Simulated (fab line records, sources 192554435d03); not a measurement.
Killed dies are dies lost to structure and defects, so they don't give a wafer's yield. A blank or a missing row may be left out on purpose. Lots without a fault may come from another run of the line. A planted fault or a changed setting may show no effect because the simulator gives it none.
fab line records | flow n5_finfet
record lots=24 wafers=72 last_day=18
route steps=1938 shown BEOL_M10@1515 BEOL_M11@1549
lots that met no fault: from a run of the same line without faults
start_h: hours from the record's first day to the start of the lot's first wafer shown | wait_h: hours since the lot's step before | " the same as in the row above | L1.1+2: a row that stands for several wafers | - no value, or no start given | * or withheld: withheld | < > ~ a bound
route shown NAME@n: a module of which the file shows steps, and the number in the route of the first | usual: mean/standard deviation of fault-free wafers | same: alike in all rows | chamber/n: place in a boat | sites: the reading at each site | _std_site: their standard deviation | _edge_site: outer sites' mean less inner sites' | radius_mm: how far each site lies from the wafer's centre | mask NAME#n: copy n | behind: the tool/chamber that last shaped the wafer | hold: why the lot was held/for how many hours/how that ended | device: the transistor (n, p or np) that didn't switch | end of line: the same wafers' tests at the end of the route | a step without rows: its recipe alone | killed: dies lost to structure and defects at the first sort, not the wafer's yield | map: a wafer's dies, x killed, . not, _ none there
set.NAME: the setting as run; set.NAME@STEP: as run at that earlier step | model.NAME: the simulator's own value behind a step, which no gauge read
steps of the route over a sample of lots; a table a step, a row a wafer
services: from which hour (start_h, from the record's first day; less than 0 if before it) a tool's chamber was out of use, for how many hours, and why
## steps
# step N5_BEOL_M10_OCD_MEAS_38
# usual trench_depth_nm=148/3.2
# columns lot.wafer tool chamber start_h wait_h trench_depth_nm
L074.1 ocd-01 - 216.95 - 142
L074.3 " - " " 148
L074.6 " - " " 146
L075.1 ocd-01 - 224.25 - 146
L075.4 " - " " 148
L075.5 " - " " 146
L076.2 ocd-01 - 240.57 - 149
L076.3 " - " " 147
L076.6 " - " " 143
L077.1 ocd-02 - 245.82 - 149
L077.2 " - " " 145
L077.4 " - " " 149
L080.2 ocd-02 - 250.98 - 151
L080.3 " - " " 148
L080.4 " - " " 150
L078.1 ocd-02 - 255.49 - 147
L078.2 " - " " 143
L078.6 " - " " 142
L079.1 ocd-01 - 256.14 - 151
L079.3 " - " " 145
L079.5 " - " " 145
L081.1 ocd-02 - 265.63 - 147
L081.3 " - " " 147
L081.6 " - " " 150
L083.3 ocd-01 - 267.97 - 147
L083.4 " - " " 149
L083.5 " - " " 153
L082.2 ocd-01 - 275.05 - 147
L082.3 " - " " 151
L082.6 " - " " 150
L084.1 ocd-02 - 283.25 - 152
L084.2 " - " " 149
L084.5 " - " " 148
L085.2 ocd-02 - 283.72 - 146
L085.5 " - " " 148
L085.6 " - " " 149
L086.1 ocd-02 - 297.00 - 146
L086.2 " - " " 141
L086.5 " - " " 142
L087.2 ocd-02 - 300.62 - 143
L087.4 " - " " 152
L087.6 " - " " 153
L089.2 ocd-02 - 304.11 - 146
L089.4 " - " " 150
L089.6 " - " " 141
L088.1 ocd-02 - 308.83 - 151
L088.5 " - " " 143
L088.6 " - " " 152
L091.4 ocd-02 - 309.30 - 150
L091.5 " - " " 143
L091.6 " - " " 153
L090.1 ocd-02 - 318.58 - 153
L090.2 " - " " 154
L090.6 " - " " 154
L092.1 ocd-01 - 327.88 - 153
L092.2 " - " " 145
L092.4 " - " " 151
L093.1 ocd-01 - 335.27 - 147
L093.3 " - " " 152
L093.4 " - " " 149
L095.2 ocd-02 - 353.53 - 149
L095.4 " - " " 150
L095.5 " - " " 147
L096.1 ocd-01 - 369.96 - 145
L096.4 " - " " 146
L096.5 " - " " 151
L094.1 ocd-02 - 370.42 - 154
L094.3 " - " " 150
L094.6 " - " " 149
L097.1 ocd-02 - 374.39 - 152
L097.4 " - " " 154
L097.6 " - " " 153
# step N5_BEOL_M10_DEGAS_44
# recipe ambient=vacuum temp_c=250 time_s=60
# usual heater_power_w=322/36
# columns lot.wafer tool chamber start_h wait_h heater_power_w
L074.1 pvd_sputter-01 - 217.79 0.6 340
L074.3 " - " " 306
L074.6 " - " " 304
L075.1 pvd_sputter-01 - 225.11 0.5 305
L075.4 " - " " 336
L075.5 " - " " 307
L076.2 pvd_sputter-03 - 241.58 0.7 337
L076.3 " - " " 303
L076.6 " - " " 302
L077.1 pvd_sputter-02 - 246.45 0.4 401
L077.2 " - " " 314
L077.4 " - " " 261
L080.2 pvd_sputter-01 - 253.49 2.1 335
L080.3 " - " " 301
L080.4 " - " " 300
L078.1 pvd_sputter-03 - 256.33 0.5 296
L078.2 " - " " 338
L078.6 " - " " 337
L079.1 pvd_sputter-01 - 257.01 0.6 337
L079.3 " - " " 299
L079.5 " - " " 300
L081.1 pvd_sputter-02 - 266.17 0.3 396
L081.3 " - " " 313
L081.6 " - " " 405
L083.3 pvd_sputter-03 - 270.93 2.5 310
L083.4 " - " " 326
L083.5 " - " " 334
L082.2 pvd_sputter-03 - 275.87 0.4 300
L082.3 " - " " 324
L082.6 " - " " 300
L084.1 pvd_sputter-02 - 283.85 0.4 329
L084.2 " - " " 265
L084.5 " - " " 259
L085.2 pvd_sputter-03 - 284.61 0.5 306
L085.5 " - " " 341
L085.6 " - " " 307
L086.1 pvd_sputter-03 - 298.39 1.1 307
L086.2 " - " " 298
L086.5 " - " " 305
L087.2 pvd_sputter-02 - 301.14 0.2 397
L087.4 " - " " 320
L087.6 " - " " 397
L089.2 pvd_sputter-03 - 304.99 0.6 309
L089.4 " - " " 330
L089.6 " - " " 309
L088.1 pvd_sputter-02 - 309.58 0.5 323
L088.5 " - " " 394
L088.6 " - " " 259
L091.4 pvd_sputter-02 - 310.14 0.5 318
L091.5 " - " " 326
L091.6 " - " " 405
L090.1 pvd_sputter-02 - 319.48 0.6 262
L090.2 " - " " 327
L090.6 " - " " 255
L092.1 pvd_sputter-02 - 328.43 0.3 324
L092.2 " - " " 394
L092.4 " - " " 335
L093.1 pvd_sputter-01 - 336.31 0.6 325
L093.3 " - " " 339
L093.4 " - " " 297
L095.2 pvd_sputter-02 - 354.33 0.5 316
L095.4 " - " " 403
L095.5 " - " " 252
L096.1 pvd_sputter-01 - 370.88 0.7 300
L096.4 " - " " 298
L096.5 " - " " 302
L094.1 pvd_sputter-01 - 370.96 0.3 305
L094.3 " - " " 334
L094.6 " - " " 305
L097.1 pvd_sputter-03 - 375.11 0.4 305
L097.4 " - " " 329
L097.6 " - " " 326
# step N5_BEOL_M11_CD_MEAS_11
# recipe target_cd_nm=64.1 landing_energy_ev=500 detector=se_inlens polarity=opening
# usual cd_nm=63.6/0.47
# columns lot.wafer tool chamber start_h wait_h cd_nm
L074.1 cd_sem-01 0 222.66 - 64.3
L074.3 " 0 " " 63.5
L074.6 " 0 " " 64.3
L075.1 cd_sem-03 0 228.91 - 64.0
L075.4 " 0 " " 64.2
L075.5 " 0 " " 63.8
L076.2 cd_sem-02 0 246.54 - 64.5
L076.3 " 0 " " 64.4
L076.6 " 0 " " 63.9
L077.1 cd_sem-02 0 250.31 - 63.1
L077.2 " 0 " " 63.1
L077.4 " 0 " " 63.5
L080.2 cd_sem-01 0 256.78 - 63.8
L080.3 " 0 " " 62.6
L080.4 " 0 " " 63.6
L078.1 cd_sem-03 0 262.36 - 63.2
L078.2 " 0 " " 62.6
L078.6 " 0 " " 63.4
L079.1 cd_sem-03 0 262.53 - 63.2
L079.3 " 0 " " 63.2
L079.5 " 0 " " 63.7
L081.1 cd_sem-01 0 271.38 - 63.4
L081.3 " 0 " " 62.8
L081.6 " 0 " " 63.1
L083.3 cd_sem-03 0 275.31 - 62.9
L083.4 " 0 " " 63.5
L083.5 " 0 " " 63.1
L082.2 cd_sem-01 0 280.05 - 64.6
L082.3 " 0 " " 63.4
L082.6 " 0 " " 63.9
L084.1 cd_sem-03 0 288.39 - 63.8
L084.2 " 0 " " 63.2
L084.5 " 0 " " 63.1
L085.2 cd_sem-03 0 288.43 - 63.6
L085.5 " 0 " " 63.4
L085.6 " 0 " " 64.1
L086.1 cd_sem-01 0 302.20 - 63.7
L086.2 " 0 " " 64.2
L086.5 " 0 " " 64.2
L087.2 cd_sem-01 0 305.31 - 63.6
L087.4 " 0 " " 63.8
L087.6 " 0 " " 64.2
L089.2 cd_sem-01 0 309.32 - 63.6
L089.4 " 0 " " 62.9
L089.6 " 0 " " 63.0
L088.1 cd_sem-03 0 314.73 - 63.5
L088.5 " 0 " " 63.6
L088.6 " 0 " " 64.3
L091.4 cd_sem-03 0 315.12 - 63.4
L091.5 " 0 " " 63.5
L091.6 " 0 " " 62.5
L090.1 cd_sem-01 0 324.85 - 63.3
L090.2 " 0 " " 63.3
L090.6 " 0 " " 63.4
L092.1 cd_sem-02 0 332.67 - 64.4
L092.2 " 0 " " 62.8
L092.4 " 0 " " 63.4
L093.1 cd_sem-01 0 350.01 - 63.4
L093.3 " 0 " " 63.4
L093.4 " 0 " " 63.0
L095.2 cd_sem-01 0 357.26 - 63.2
L095.4 " 0 " " 63.9
L095.5 " 0 " " 64.1
L096.1 cd_sem-03 0 374.93 - 63.8
L096.4 " 0 " " 63.5
L096.5 " 0 " " 63.7
L094.1 cd_sem-01 0 375.09 - 63.6
L094.3 " 0 " " 63.3
L094.6 " 0 " " 63.4
L097.1 cd_sem-02 0 379.26 - 63.4
L097.4 " 0 " " 64.0
L097.6 " 0 " " 63.4
# step N5_BEOL_M11_ETCH_62
# recipe chemistry=N2/H2 target=SOC target_depth_a=1100 overetch_a=220 mask_material=SiARC temp_c=40 time_s=165 ion_energy_ev=200 pressure_mtorr=30 source_w=840 bias_w=150 n2_flow_sccm=200 h2_flow_sccm=200
# usual chamber_pressure_mTorr=29.998/0.029 drypump_motor_current_A=5.8/0.47 oes_product_au=0.65/0.061 rf_vpp_V=524.6/2.3 showerhead_plenum_p_Torr=2.57/0.083 throttle_valve_pct=17.81/0.26
# columns lot.wafer tool chamber start_h wait_h chamber_pressure_mTorr drypump_motor_current_A oes_product_au rf_hours_counter_h rf_vpp_V showerhead_plenum_p_Torr throttle_valve_pct
L074.1 rie_diel-03 3 222.84 0.0 30.018 5.6 0.73 48 528.2 2.69 17.57
L074.3 " 2 " " 29.998 5.0 0.67 116 525.1 2.54 17.84
L074.6 " 3 " " 29.995 5.6 0.74 - 527.3 2.69 17.55
L075.1 rie_diel-02 1 229.10 0.0 29.946 5.4 0.70 79 525.0 2.57 17.49
L075.4 " 0 " " 29.941 5.1 0.59 216 523.5 2.51 18.20
L075.5 " 1 " " 30.022 5.4 0.70 - 525.4 2.57 17.50
L076.2 rie_diel-03 3 246.71 0.0 29.992 5.6 0.73 54 527.8 2.69 17.58
L076.3 " 1 " " 30.003 6.0 0.63 189 520.2 2.41 17.93
L076.6 " 1 " " 30.033 6.0 0.63 - 520.3 2.41 17.94
L077.1 rie_diel-03 0 250.66 0.0 29.978 5.9 0.63 182 522.5 2.53 17.92
L077.2 " 1 " " 30.027 6.0 0.62 190 520.2 2.41 17.94
L077.4 " 3 " " 29.997 5.6 0.73 56 526.9 2.69 17.58
L080.2 rie_diel-02 3 256.96 0.0 29.988 6.6 0.74 52 528.5 2.70 17.73
L080.3 " 1 " " 30.000 5.4 0.69 87 524.5 2.57 17.50
L080.4 " 2 " " 30.018 6.7 0.73 46 526.4 2.60 17.54
L078.1 rie_diel-04 1 262.53 0.0 29.999 6.3 0.61 215 526.7 2.63 17.59
L078.2 " 2 " " 29.983 5.7 0.61 178 525.8 2.62 18.09
L078.6 " 3 " " 30.003 5.7 0.79 - 526.2 2.62 17.33
L079.1 rie_diel-03 3 262.71 0.0 29.987 5.7 0.72 58 527.1 2.69 17.56
L079.3 " 1 " " 30.029 6.0 0.62 194 520.9 2.41 17.96
L079.5 " 2 " " 30.031 5.0 0.67 - 523.7 2.54 17.84
L081.1 rie_diel-03 3 271.56 0.0 30.003 5.6 0.72 60 527.3 2.69 17.58
L081.3 " 0 " " 30.015 5.9 0.63 187 522.5 2.53 17.91
L081.6 " 3 " " 29.963 5.6 0.72 - 527.7 2.69 17.58
L083.3 rie_diel-04 2 276.45 0.0 29.924 5.8 0.60 183 525.0 2.62 18.10
L083.4 " 0 " " 30.000 5.6 0.59 212 523.3 2.50 18.08
L083.5 " 2 " " 30.005 5.7 0.61 - 527.3 2.62 18.10
L082.2 rie_diel-04 2 280.26 0.0 29.995 5.7 0.60 184 527.1 2.62 18.09
L082.3 " 3 " " 30.031 5.7 0.78 25 525.0 2.61 17.33
L082.6 " 2 " " 30.028 5.7 0.60 - 524.5 2.62 18.08
L084.1 rie_diel-04 1 288.57 0.0 29.983 6.3 0.61 223 526.2 2.62 17.60
L084.2 " 3 " " 30.055 5.7 0.79 28 525.1 2.61 17.32
L084.5 " 1 " " 30.002 6.3 0.61 - 526.3 2.62 17.60
L085.2 rie_diel-02 3 288.83 0.0 29.941 6.6 0.73 62 527.5 2.70 17.72
L085.5 " 2 " " 30.000 6.6 0.71 - 524.2 2.60 17.56
L085.6 " 3 " " 29.927 6.6 0.73 - 527.4 2.70 17.75
L086.1 rie_diel-03 2 302.68 0.0 30.020 5.0 0.66 138 523.1 2.53 17.86
L086.2 " 1 " " 29.975 6.0 0.61 206 521.8 2.40 17.98
L086.5 " 0 " " 30.042 5.9 0.63 - 523.7 2.53 17.94
L087.2 rie_diel-02 0 305.48 0.0 30.006 5.1 0.57 239 522.9 2.50 18.25
L087.4 " 2 " " 29.992 6.6 0.70 62 525.4 2.59 17.57
L087.6 " 2 " " 29.960 6.6 0.71 - 526.0 2.59 17.57
L089.2 rie_diel-03 1 309.67 0.0 29.957 6.0 0.61 209 520.9 2.40 17.98
L089.4 " 2 " " 30.064 5.0 0.65 141 524.3 2.53 17.87
L089.6 " 0 " " 30.005 5.9 0.62 - 524.3 2.53 17.95
L088.1 rie_diel-02 0 315.48 0.0 29.972 5.1 0.57 242 523.1 2.50 18.25
L088.5 " 3 " " 30.002 6.6 0.71 - 528.1 2.69 17.75
L088.6 " 0 " " 30.011 5.1 0.57 - 522.3 2.50 18.23
L091.4 rie_diel-02 2 315.77 0.0 29.990 6.6 0.71 68 525.2 2.59 17.59
L091.5 " 0 " " 30.008 5.1 0.57 - 522.3 2.50 18.26
L091.6 " 1 " " 29.991 5.4 0.67 - 523.9 2.56 17.55
L090.1 rie_diel-02 3 325.03 0.0 30.012 6.6 0.71 77 528.1 2.69 17.78
L090.2 " 0 " " 29.986 5.1 0.57 247 522.9 2.49 18.26
L090.6 " 1 " " 29.963 5.4 0.67 - 524.6 2.56 17.55
L092.1 rie_diel-04 0 332.93 0.0 29.985 5.6 0.60 221 521.9 2.49 18.08
L092.2 " 2 " " 30.018 5.8 0.60 193 528.0 2.61 18.09
L092.4 " 3 " " 29.973 5.8 0.77 - 525.0 2.61 17.34
L093.1 rie_diel-03 1 350.19 0.0 29.935 6.0 0.60 222 521.2 2.40 17.98
L093.3 " 2 " " 30.023 5.0 0.64 154 522.2 2.53 17.90
L093.4 " 0 " " 29.947 5.9 0.61 214 523.3 2.52 17.96
L095.2 rie_diel-04 0 357.45 0.0 30.002 5.6 0.59 227 523.4 2.49 18.09
L095.4 " 2 " " 30.011 5.7 0.59 199 526.5 2.61 18.11
L095.5 " 1 " " 30.002 6.3 0.61 - 525.0 2.62 17.60
L096.1 rie_diel-03 1 375.10 0.0 30.012 6.0 0.60 230 518.1 2.39 18.01
L096.4 " 2 " " 30.036 5.0 0.64 161 523.5 2.52 17.91
L096.5 " 3 " " 29.994 5.6 0.69 - 526.9 2.67 17.62
L094.1 rie_diel-04 1 375.27 0.0 30.002 6.3 0.60 236 526.3 2.62 17.60
L094.3 " 0 " " 30.039 5.6 0.59 230 522.6 2.49 18.11
L094.6 " 2 " " 30.019 5.7 0.59 - 526.5 2.61 18.14
L097.1 rie_diel-04 2 379.58 0.0 29.972 5.7 0.59 205 525.8 2.61 18.15
L097.4 " 1 " " 29.992 6.3 0.60 238 527.1 2.62 17.62
L097.6 " 1 " " 29.973 6.3 0.60 - 526.1 2.62 17.61
# step N5_BEOL_M11_OVL_MEAS_29
# recipe points_per_wafer=44
# usual V10_OVL=0.0/0.71
# columns lot.wafer tool chamber start_h wait_h V10_OVL[nm]
L074.1 overlay-02 0 223.61 0.0 1.0
L074.3 " 0 " " 0.3
L074.6 " 0 " " 0.6
L075.1 overlay-01 0 232.14 0.0 0.8
L075.4 " 0 " " 0.1
L075.5 " 0 " " 0.3
L076.2 overlay-02 0 247.62 0.0 -0.4
L076.3 " 0 " " -0.4
L076.6 " 0 " " -0.8
L077.1 overlay-01 0 252.77 0.0 -0.7
L077.2 " 0 " " 0.5
L077.4 " 0 " " 0.0
L080.2 overlay-01 0 261.12 0.0 0.9
L080.3 " 0 " " 0.5
L080.4 " 0 " " 0.2
L078.1 overlay-02 0 264.92 0.0 -0.3
L078.2 " 0 " " 0.6
L078.6 " 0 " " -0.5
L079.1 overlay-01 0 265.63 0.0 -0.3
L079.3 " 0 " " -0.1
L079.5 " 0 " " -0.8
L081.1 overlay-02 0 274.63 0.0 0.4
L081.3 " 0 " " 0.1
L081.6 " 0 " " -0.5
L083.3 overlay-02 0 277.98 0.0 -0.4
L083.4 " 0 " " -0.8
L083.5 " 0 " " -0.2
L082.2 overlay-02 0 282.70 0.0 -0.1
L082.3 " 0 " " 0.5
L082.6 " 0 " " 0.6
L084.1 overlay-02 0 290.54 0.0 -0.1
L084.2 " 0 " " 0.3
L084.5 " 0 " " -0.9
L085.2 overlay-01 0 290.70 0.0 0.4
L085.5 " 0 " " 0.6
L085.6 " 0 " " 0.6
L086.1 overlay-01 0 303.77 0.0 -0.4
L086.2 " 0 " " -0.2
L086.5 " 0 " " -0.9
L087.2 overlay-01 0 308.28 0.0 -0.6
L087.4 " 0 " " 0.2
L087.6 " 0 " " -0.4
L089.2 overlay-01 0 310.38 0.0 0.0
L089.4 " 0 " " -0.4
L089.6 " 0 " " 0.5
L091.4 overlay-02 0 317.86 0.0 1.1
L091.5 " 0 " " 1.8
L091.6 " 0 " " 2.0
L088.1 overlay-01 0 318.18 0.0 -1.4
L088.5 " 0 " " 0.1
L088.6 " 0 " " -0.6
L090.1 overlay-02 0 327.33 0.0 0.9
L090.2 " 0 " " 1.0
L090.6 " 0 " " 0.6
L092.1 overlay-02 0 334.71 0.0 -0.4
L092.2 " 0 " " -0.8
L092.4 " 0 " " -0.1
L093.1 overlay-02 0 351.08 0.0 -1.0
L093.3 " 0 " " -0.6
L093.4 " 0 " " -1.0
L095.2 overlay-01 0 359.10 0.0 -1.0
L095.4 " 0 " " -0.9
L095.5 " 0 " " -0.8
L096.1 overlay-02 0 375.95 0.0 1.0
L096.4 " 0 " " 0.1
L096.5 " 0 " " -0.2
L094.1 overlay-02 0 378.47 0.0 0.9
L094.3 " 0 " " 0.4
L094.6 " 0 " " 0.8
L097.1 overlay-02 0 382.15 0.0 0.1
L097.4 " 0 " " 0.6
L097.6 " 0 " " -0.7
# step N5_BEOL_M11_ETCH_66
# recipe chemistry=N2/H2 target=SOC target_depth_a=1200 overetch_a=240 mask_material=SiARC temp_c=40 time_s=180 ion_energy_ev=200 pressure_mtorr=30 source_w=840 bias_w=150 n2_flow_sccm=200 h2_flow_sccm=200
# usual chamber_pressure_mTorr=30.001/0.028 drypump_motor_current_A=5.8/0.53 oes_product_au=0.63/0.054 rf_vpp_V=524.6/2.4 showerhead_plenum_p_Torr=2.57/0.084 throttle_valve_pct=17.78/0.24
# columns lot.wafer tool chamber start_h wait_h chamber_pressure_mTorr drypump_motor_current_A oes_product_au rf_hours_counter_h rf_vpp_V showerhead_plenum_p_Torr throttle_valve_pct
L074.1 rie_diel-04 3 223.75 0.0 29.969 5.7 0.79 8 524.0 2.62 17.31
L074.3 " 0 " " 29.978 5.6 0.57 196 522.6 2.50 18.05
L074.6 " 3 " " 29.969 5.7 0.79 - 524.6 2.62 17.29
L075.1 rie_diel-02 2 232.29 0.0 30.015 6.6 0.70 38 522.6 2.60 17.53
L075.4 " 0 " " 30.039 5.1 0.56 216 522.6 2.51 18.19
L075.5 " 0 " " 30.001 5.1 0.56 - 522.1 2.51 18.20
L076.2 rie_diel-03 2 247.76 0.0 29.992 5.1 0.63 122 524.0 2.54 17.84
L076.3 " 1 " " 29.969 6.0 0.59 189 520.6 2.41 17.94
L076.6 " 1 " " 29.994 6.0 0.59 - 521.2 2.41 17.92
L077.1 rie_diel-03 0 252.91 0.0 29.986 5.9 0.60 183 523.5 2.53 17.91
L077.2 " 1 " " 29.988 6.0 0.60 191 521.4 2.41 17.94
L077.4 " 3 " " 30.022 5.6 0.69 56 528.2 2.69 17.56
L080.2 rie_diel-02 3 261.26 0.0 29.987 6.6 0.71 53 527.6 2.70 17.74
L080.3 " 0 " " 29.957 5.1 0.55 225 523.7 2.50 18.20
L080.4 " 1 " " 30.013 5.4 0.65 88 524.8 2.57 17.49
L078.1 rie_diel-03 1 265.06 0.0 29.984 6.0 0.59 195 521.1 2.41 17.94
L078.2 " 3 " " 29.983 5.7 0.69 59 528.5 2.69 17.58
L078.6 " 1 " " 29.955 6.0 0.59 - 521.2 2.41 17.94
L079.1 rie_diel-04 3 265.82 0.0 30.004 5.7 0.76 21 525.2 2.62 17.32
L079.3 " 0 " " 30.010 5.6 0.58 209 523.6 2.50 18.06
L079.5 " 0 " " 29.982 5.6 0.57 - 524.6 2.50 18.05
L081.1 rie_diel-02 0 275.65 0.0 30.016 5.1 0.54 229 523.6 2.50 18.22
L081.3 " 3 " " 30.032 6.6 0.70 58 527.5 2.70 17.72
L081.6 " 0 " " 30.018 5.1 0.55 - 522.8 2.50 18.22
L083.3 rie_diel-02 0 278.13 0.0 30.011 5.1 0.55 230 523.1 2.50 18.21
L083.4 " 3 " " 30.026 6.6 0.70 58 528.8 2.70 17.74
L083.5 " 2 " " 30.033 6.6 0.69 - 525.3 2.60 17.55
L082.2 rie_diel-03 2 282.85 0.0 29.946 5.0 0.63 132 523.5 2.54 17.85
L082.3 " 0 " " 29.987 5.9 0.60 191 523.0 2.53 17.92
L082.6 " 2 " " 30.022 5.0 0.63 - 526.8 2.53 17.86
L084.1 rie_diel-02 1 290.68 0.0 30.027 5.4 0.65 98 524.8 2.57 17.51
L084.2 " 2 " " 29.959 6.6 0.68 57 524.7 2.59 17.55
L084.5 " 0 " " 30.016 5.1 0.55 - 522.7 2.50 18.22
L085.2 rie_diel-04 1 291.16 0.0 29.993 6.3 0.58 223 525.9 2.62 17.58
L085.5 " 0 " " 30.003 5.6 0.57 - 524.1 2.49 18.10
L085.6 " 1 " " 30.010 6.3 0.58 - 526.7 2.62 17.59
L086.1 rie_diel-03 1 303.91 0.0 29.962 6.0 0.59 207 520.4 2.40 17.96
L086.2 " 3 " " 30.025 5.6 0.68 70 528.0 2.68 17.57
L086.5 " 2 " " 30.044 5.0 0.62 - 522.5 2.53 17.85
L087.2 rie_diel-02 1 309.02 0.0 30.002 5.4 0.65 104 524.4 2.56 17.56
L087.4 " 3 " " 30.035 6.6 0.68 - 527.5 2.70 17.76
L087.6 " 2 " " 30.025 6.6 0.66 - 525.0 2.59 17.57
L089.2 rie_diel-03 0 310.85 0.0 30.016 5.9 0.59 201 523.1 2.53 17.95
L089.4 " 3 " " 30.023 5.6 0.68 73 528.9 2.68 17.60
L089.6 " 0 " " 30.006 5.9 0.60 - 522.6 2.52 17.95
L091.4 rie_diel-03 1 318.13 0.0 30.042 6.0 0.58 212 519.6 2.40 17.96
L091.5 " 2 " " 30.009 5.0 0.62 - 524.3 2.53 17.88
L091.6 " 3 " " 29.996 5.7 0.67 - 526.6 2.68 17.57
L088.1 rie_diel-03 2 318.59 0.0 29.964 5.0 0.62 145 522.8 2.53 17.88
L088.5 " 3 " " 29.997 5.6 0.67 - 527.0 2.68 17.62
L088.6 " 2 " " 30.003 5.0 0.62 - 523.3 2.53 17.88
L090.1 rie_diel-02 2 327.73 0.0 30.038 6.6 0.67 72 524.0 2.59 17.59
L090.2 " 1 " " 30.046 5.4 0.63 113 524.4 2.56 17.54
L090.6 " 2 " " 30.061 6.7 0.67 - 524.6 2.59 17.58
L092.1 rie_diel-02 3 334.85 0.0 30.015 6.6 0.68 81 526.9 2.69 17.78
L092.2 " 1 " " 30.037 5.4 0.63 116 524.8 2.56 17.55
L092.4 " 2 " " 30.031 6.6 0.67 - 525.1 2.59 17.59
L093.1 rie_diel-03 3 351.23 0.0 29.967 5.6 0.66 86 528.3 2.68 17.62
L093.3 " 2 " " 29.981 5.0 0.62 154 523.7 2.53 17.91
L093.4 " 1 " " 30.059 6.0 0.58 223 520.3 2.40 18.00
L095.2 rie_diel-03 1 359.62 0.0 30.008 6.0 0.58 225 519.7 2.40 18.01
L095.4 " 3 " " 30.029 5.6 0.66 89 527.4 2.67 17.61
L095.5 " 0 " " 29.994 5.9 0.58 - 523.7 2.52 17.97
L096.1 rie_diel-02 1 376.27 0.0 30.052 5.4 0.62 128 525.4 2.55 17.58
L096.4 " 0 " " 30.028 5.1 0.76 9 522.0 2.49 17.78
L096.5 " 2 " " 30.021 6.6 0.65 - 524.9 2.58 17.61
L094.1 rie_diel-02 1 379.07 0.0 30.047 5.4 0.63 130 523.4 2.55 17.57
L094.3 " 0 " " 29.942 5.1 0.77 10 521.9 2.49 17.80
L094.6 " 1 " " 30.004 5.4 0.63 - 524.4 2.55 17.56
L097.1 rie_diel-04 0 382.29 0.0 29.987 5.6 0.56 233 523.6 2.49 18.09
L097.4 " 2 " " 29.982 5.7 0.56 205 527.5 2.61 18.14
L097.6 " 1 " " 29.964 6.3 0.57 - 525.0 2.62 17.61
## services
# columns tool chamber start_h hours kind
rie_diel-03 0 236.50 2.5 repair
rie_diel-04 1 264.02 3.2 repair
rie_diel-02 1 266.25 1.6 repair
pvd_sputter-01 - 297.03 20.4 repair
rie_diel-04 - 301.12 28.1 pm
rie_diel-02 0 307.62 3.9 repair
rie_diel-02 0 333.52 - clean
rie_diel-02 0 333.52 - consumable_replace:focus_ring
rie_diel-02 0 333.52 15.5 scheduled_down
rie_diel-02 0 333.52 15.5 vent_cycle
pvd_sputter-02 - 335.00 4.1 repair
rie_diel-03 3 356.86 1.3 repair
## key
fault none
